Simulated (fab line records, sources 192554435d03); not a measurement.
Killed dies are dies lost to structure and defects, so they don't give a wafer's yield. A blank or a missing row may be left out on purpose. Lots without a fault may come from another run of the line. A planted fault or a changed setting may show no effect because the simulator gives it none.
Split-lot experiment | flow n5_finfet | 7 lots, 21 wafers read, on a route of 1938 steps

THE SPLIT
At N5_BEOL_M1_ETCH_64 (etches SOC in N2/H2, target depth 75 nm, overetch 15 nm, time 112.5 s), the setting bias_w was moved away from the recipe's 150 W on 10 of the 21 wafers read, by -8.7% to +13.9%. The other wafers ran this setting at the recipe's value.

The reading is taken at the split's own step.

THE READING
rf_vpp_V, in V, at N5_BEOL_M1_ETCH_64 (etches SOC in N2/H2, target depth 75 nm, overetch 15 nm, time 112.5 s). Fault-free wafers of this fab line usually give 524.2 V, standard deviation 2.3 V.

wafer  | tool, chamber at the split | bias_w as run, W | against the recipe | rf_vpp_V, V | against lot-mates on the recipe
L074.2 | rie_diel-01, 3             | 150              | recipe             | 524.2       | -
L074.3 | rie_diel-01, 1             | 150              | recipe             | 526.2       | -
L074.5 | rie_diel-01, 3             | 150              | recipe             | 523.5       | -
L076.3 | rie_diel-06, 0             | 165.9            | +10.6%             | 561.8       | +38.3
L076.4 | rie_diel-06, 3             | 165.9            | +10.6%             | 556.8       | +33.3
L076.6 | rie_diel-06, 3             | 150              | recipe             | 523.5       | -
L080.2 | rie_diel-05, 0             | 169.7            | +13.1%             | 562.2       | +40.8
L080.4 | rie_diel-05, 1             | 169.7            | +13.1%             | 564.4       | +43.0
L080.6 | rie_diel-05, 1             | 150              | recipe             | 521.4       | -
L082.1 | rie_diel-05, 3             | 170.9            | +13.9%             | 573.5       | +53.3
L082.2 | rie_diel-05, 0             | 150              | recipe             | 520.2       | -
L082.5 | rie_diel-05, 1             | 170.9            | +13.9%             | 567.6       | +47.4
L083.2 | rie_diel-05, 0             | 150              | recipe             | 520.6       | -
L083.4 | rie_diel-05, 1             | 150              | recipe             | 519.3       | -
L083.6 | rie_diel-05, 3             | 150              | recipe             | 529.0       | -
L089.3 | rie_diel-06, 3             | 150              | recipe             | 523.9       | -
L089.4 | rie_diel-06, 2             | 137              | -8.7%              | 493.5       | -30.4
L089.5 | rie_diel-06, 1             | 137              | -8.7%              | 494.7       | -29.2
L087.2 | rie_diel-06, 3             | 139.5            | -7.0%              | 500.2       | -21.7
L087.4 | rie_diel-06, 2             | 150              | recipe             | 521.9       | -
L087.6 | rie_diel-06, 1             | 139.5            | -7.0%              | 499.0       | -22.9

THE FIT
A straight line over all 21 wafers: rf_vpp_V changes by +3.3 V for each +1% of bias_w; r = +0.99; the points scatter about the line by 2.7 V.
The same after taking each lot's own level away (the mean of its wafers on the recipe; 21 wafers): +3.39 V for each +1%; r = +0.99; scatter 2.6 V.
On that fit, the largest move of bias_w shifts the reading by 47 V.
The lots' own levels span 520.20 to 524.63 V, that is 1.9 times the standard deviation above.
So the lot-to-lot level changes the slope little: the two slopes agree.
Check: with one of the wafers moved furthest among these (+13.9%) left out of the fit, the line predicts +46.1 V for it against its lot-mates. It came out at +53.3 V against them.
Tool readings at the split's step, against how far the setting was moved: rf_vpp_V r = +0.99.

OTHER SPLITS ON THESE WAFERS
These wafers also went through other splits before the reading. Each is held against what the fit with the lots' levels taken away leaves over:
other split on the same wafers            | wafers away from the commonest value | r with rf_vpp_V (lot level and that fit taken away)
N5_SD_EPI_P_EPI_21 epi_growth_time_s      | 6                                    | +0.11
N5_GATE_CUT_ETCH_58 bias_w                | 7                                    | -0.48
N5_MOL_CONTACT_COAG_COAT_76 spin_rpm      | 8                                    | -0.18
N5_BEOL_M0_SAQP_PECVD_04 time_s           | 9                                    | +0.04
N5_BEOL_M0_SAQP_DEVELOP_13 develop_time_s | 7                                    | -0.49
N5_BEOL_M0_SAQP_ALD_48 ald_cycles         | 4                                    | -0.28
N5_BEOL_M0_CUTY_EXPOSE_54 dose_mj         | 9                                    | +0.23

THE WHOLE CHAIN: every reading that the file lists as answering this split, in the file's order
step               | what it does                                                          | reading                                                                          | change (the file's fit)                | r (the file's)
N5_BEOL_M1_ETCH_64 | etches SOC in N2/H2, target depth 75 nm, overetch 15 nm, time 112.5 s | rf_vpp_V                                                                         | +3.39 V for each +1% of the setting    | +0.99
N5_BEOL_M1_ETCH_64 | etches SOC in N2/H2, target depth 75 nm, overetch 15 nm, time 112.5 s | SiARC_of_BEOL_M1_COAT_62.thk_nm (the simulator's own value, which no gauge read) | -0.0644 nm for each +1% of the setting | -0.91

THE FILE'S OWN FIT
rf_vpp_V changes by +3.39 V for each +1% of bias_w, r = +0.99.
